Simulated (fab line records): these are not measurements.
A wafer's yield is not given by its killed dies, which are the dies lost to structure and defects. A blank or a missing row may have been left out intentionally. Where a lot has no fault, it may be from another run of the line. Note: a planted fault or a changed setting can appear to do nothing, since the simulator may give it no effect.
Split-lot trial || flow n5_finfet || route with 1938 steps; 7 lots, 21 wafers read

## ABOUT THE SPLIT
At N5_BEOL_M8_COAT_22 (resist thk 30 nm), the setting spin_rpm was moved away from the recipe's 1500 rpm on 7 of the 21 wafers read, by -9.3% to +9.2%. All remaining wafers had this setting at the recipe value.

## FROM THE SPLIT TO THE READING: what the file shows between them, 5 steps
- N5_BEOL_M8_EBR_24
- N5_BEOL_M8_SOFTBAKE_23: time 60 s
- N5_BEOL_M8_EXPOSE_25: exposes mask V7, target cd 40 nm
- N5_BEOL_M8_PEB_26: peb time 60 s
- N5_BEOL_M8_DEVELOP_27: develop time 30 s

## THE READING
CAR-EUV_of_BEOL_M8_COAT_22.thk_nm (the simulator's own value, which no gauge read), in nm, at N5_BEOL_M8_DESCUM_33 (chemistry O2, time 7 s). There is no usual value for it anywhere in the file. Across the 14 wafers here that went through the recipe, the average is 26.1 nm and the standard deviation 0.09 nm.

{"wafer": "L079.1", "tool, chamber at the split": "litho_track-02, 0", "spin_rpm as run, rpm": 1500, "against the recipe": "recipe", "CAR-EUV_of_BEOL_M8_COAT_22.thk_nm, nm": 26.2, "against lot-mates on the recipe": "-"}
{"wafer": "L079.6", "tool, chamber at the split": "litho_track-02, 0", "spin_rpm as run, rpm": 1500, "against the recipe": "recipe", "CAR-EUV_of_BEOL_M8_COAT_22.thk_nm, nm": 26.2, "against lot-mates on the recipe": "-"}
{"wafer": "L079.4", "tool, chamber at the split": "litho_track-02, 0", "spin_rpm as run, rpm": 1500, "against the recipe": "recipe", "CAR-EUV_of_BEOL_M8_COAT_22.thk_nm, nm": 26, "against lot-mates on the recipe": "-"}
{"wafer": "L080.2", "tool, chamber at the split": "litho_track-01, 0", "spin_rpm as run, rpm": 1500, "against the recipe": "recipe", "CAR-EUV_of_BEOL_M8_COAT_22.thk_nm, nm": 26, "against lot-mates on the recipe": "-"}
{"wafer": "L080.6", "tool, chamber at the split": "litho_track-01, 0", "spin_rpm as run, rpm": 1500, "against the recipe": "recipe", "CAR-EUV_of_BEOL_M8_COAT_22.thk_nm, nm": 26, "against lot-mates on the recipe": "-"}
{"wafer": "L080.3", "tool, chamber at the split": "litho_track-01, 0", "spin_rpm as run, rpm": 1402, "against the recipe": "-6.5%", "CAR-EUV_of_BEOL_M8_COAT_22.thk_nm, nm": 27, "against lot-mates on the recipe": "+1.0"}
{"wafer": "L083.2", "tool, chamber at the split": "litho_track-01, 0", "spin_rpm as run, rpm": 1638, "against the recipe": "+9.2%", "CAR-EUV_of_BEOL_M8_COAT_22.thk_nm, nm": 24.8, "against lot-mates on the recipe": -1.2}
{"wafer": "L083.3", "tool, chamber at the split": "litho_track-01, 0", "spin_rpm as run, rpm": 1638, "against the recipe": "+9.2%", "CAR-EUV_of_BEOL_M8_COAT_22.thk_nm, nm": 24.8, "against lot-mates on the recipe": -1.2}
{"wafer": "L083.4", "tool, chamber at the split": "litho_track-01, 0", "spin_rpm as run, rpm": 1500, "against the recipe": "recipe", "CAR-EUV_of_BEOL_M8_COAT_22.thk_nm, nm": 26, "against lot-mates on the recipe": "-"}
{"wafer": "L086.4", "tool, chamber at the split": "litho_track-02, 0", "spin_rpm as run, rpm": 1568, "against the recipe": "+4.5%", "CAR-EUV_of_BEOL_M8_COAT_22.thk_nm, nm": 25.6, "against lot-mates on the recipe": -0.6}
{"wafer": "L086.5", "tool, chamber at the split": "litho_track-02, 0", "spin_rpm as run, rpm": 1568, "against the recipe": "+4.5%", "CAR-EUV_of_BEOL_M8_COAT_22.thk_nm, nm": 25.6, "against lot-mates on the recipe": -0.6}
{"wafer": "L086.6", "tool, chamber at the split": "litho_track-02, 0", "spin_rpm as run, rpm": 1500, "against the recipe": "recipe", "CAR-EUV_of_BEOL_M8_COAT_22.thk_nm, nm": 26.2, "against lot-mates on the recipe": "-"}
{"wafer": "L088.1", "tool, chamber at the split": "litho_track-02, 0", "spin_rpm as run, rpm": 1500, "against the recipe": "recipe", "CAR-EUV_of_BEOL_M8_COAT_22.thk_nm, nm": 26, "against lot-mates on the recipe": "-"}
{"wafer": "L088.4", "tool, chamber at the split": "litho_track-02, 0", "spin_rpm as run, rpm": 1500, "against the recipe": "recipe", "CAR-EUV_of_BEOL_M8_COAT_22.thk_nm, nm": 26, "against lot-mates on the recipe": "-"}
{"wafer": "L088.6", "tool, chamber at the split": "litho_track-02, 0", "spin_rpm as run, rpm": 1500, "against the recipe": "recipe", "CAR-EUV_of_BEOL_M8_COAT_22.thk_nm, nm": 26.2, "against lot-mates on the recipe": "-"}
{"wafer": "L089.4", "tool, chamber at the split": "litho_track-02, 0", "spin_rpm as run, rpm": 1500, "against the recipe": "recipe", "CAR-EUV_of_BEOL_M8_COAT_22.thk_nm, nm": 26, "against lot-mates on the recipe": "-"}
{"wafer": "L089.5", "tool, chamber at the split": "litho_track-02, 0", "spin_rpm as run, rpm": 1500, "against the recipe": "recipe", "CAR-EUV_of_BEOL_M8_COAT_22.thk_nm, nm": 26, "against lot-mates on the recipe": "-"}
{"wafer": "L089.6", "tool, chamber at the split": "litho_track-02, 0", "spin_rpm as run, rpm": 1500, "against the recipe": "recipe", "CAR-EUV_of_BEOL_M8_COAT_22.thk_nm, nm": 26, "against lot-mates on the recipe": "-"}
{"wafer": "L094.2", "tool, chamber at the split": "litho_track-01, 0", "spin_rpm as run, rpm": 1500, "against the recipe": "recipe", "CAR-EUV_of_BEOL_M8_COAT_22.thk_nm, nm": 26, "against lot-mates on the recipe": "-"}
{"wafer": "L094.3", "tool, chamber at the split": "litho_track-01, 0", "spin_rpm as run, rpm": 1361, "against the recipe": "-9.3%", "CAR-EUV_of_BEOL_M8_COAT_22.thk_nm, nm": 27.4, "against lot-mates on the recipe": "+1.4"}
{"wafer": "L094.6", "tool, chamber at the split": "litho_track-01, 0", "spin_rpm as run, rpm": 1361, "against the recipe": "-9.3%", "CAR-EUV_of_BEOL_M8_COAT_22.thk_nm, nm": 27.4, "against lot-mates on the recipe": "+1.4"}

FIT RESULTS
A straight line over all 21 wafers: CAR-EUV_of_BEOL_M8_COAT_22.thk_nm changes by -0.137 nm for each +1% of spin_rpm; r = -0.99; the points scatter about the line by 0.094 nm.
The same after taking each lot's own level away (the mean of its wafers on the recipe; 21 wafers): -0.141 nm for each +1%; r = -1.00; scatter 0.067 nm.
Per that fit: largest spin_rpm move, reading shift of 1.3 nm.
Across the lots, their own levels run from 26.00 to 26.20 nm, a range of 2.2 times the standard deviation given above.
The two slopes agree, so the slope changes little with the lot-to-lot level.
Check: for one of the wafers moved furthest among these (-9.3%), held out of the fit, the line's prediction against its lot-mates is +1.31 nm. It came out at +1.4 nm against them.

## OTHER SPLITS APPLIED TO THESE WAFERS
Before the reading, these wafers also passed through other splits. Each is held against what the fit with the lots' levels taken away leaves over:
{"other split on the same wafers": "N5_BEOL_M5_EXPOSE_08 dose_mj", "wafers away from the commonest value": 8, "r with CAR-EUV_of_BEOL_M8_COAT_22.thk_nm (lot level and that fit taken away)": "+0.07"}
{"other split on the same wafers": "N5_BEOL_M6_ETCH_61 bias_w", "wafers away from the commonest value": 9, "r with CAR-EUV_of_BEOL_M8_COAT_22.thk_nm (lot level and that fit taken away)": -0.02}
{"other split on the same wafers": "N5_BEOL_M6_TRENCH_ETCH_37 time_s", "wafers away from the commonest value": 9, "r with CAR-EUV_of_BEOL_M8_COAT_22.thk_nm (lot level and that fit taken away)": "+0.42"}
{"other split on the same wafers": "N5_BEOL_M7_TRENCH_ETCH_37 bias_w", "wafers away from the commonest value": 4, "r with CAR-EUV_of_BEOL_M8_COAT_22.thk_nm (lot level and that fit taken away)": -0.03}
{"other split on the same wafers": "N5_BEOL_M7_ETCH_41 source_w", "wafers away from the commonest value": 7, "r with CAR-EUV_of_BEOL_M8_COAT_22.thk_nm (lot level and that fit taken away)": "+0.12"}

## THE WHOLE CHAIN: every reading that the file lists as answering this split, in the file's order
{"step": "N5_BEOL_M8_COAT_22", "what it does": "resist thk 30 nm", "reading": "CAR-EUV_of_BEOL_M8_COAT_22.thk_nm (the simulator's own value, which no gauge read)", "change (the file's fit)": "-0.155 nm for each +1% of the setting", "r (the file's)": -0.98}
{"step": "N5_BEOL_M8_DEVELOP_27", "what it does": "develop time 30 s", "reading": "CAR-EUV_of_BEOL_M8_COAT_22.thk_nm (the simulator's own value, which no gauge read)", "change (the file's fit)": "-0.164 nm for each +1% of the setting", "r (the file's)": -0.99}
{"step": "N5_BEOL_M8_DESCUM_33", "what it does": "chemistry O2, time 7 s", "reading": "CAR-EUV_of_BEOL_M8_COAT_22.thk_nm (the simulator's own value, which no gauge read)", "change (the file's fit)": "-0.142 nm for each +1% of the setting", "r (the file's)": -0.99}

## THE FILE'S OWN FIT
CAR-EUV_of_BEOL_M8_COAT_22.thk_nm changes by -0.142 nm for each +1% of spin_rpm, r = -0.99.
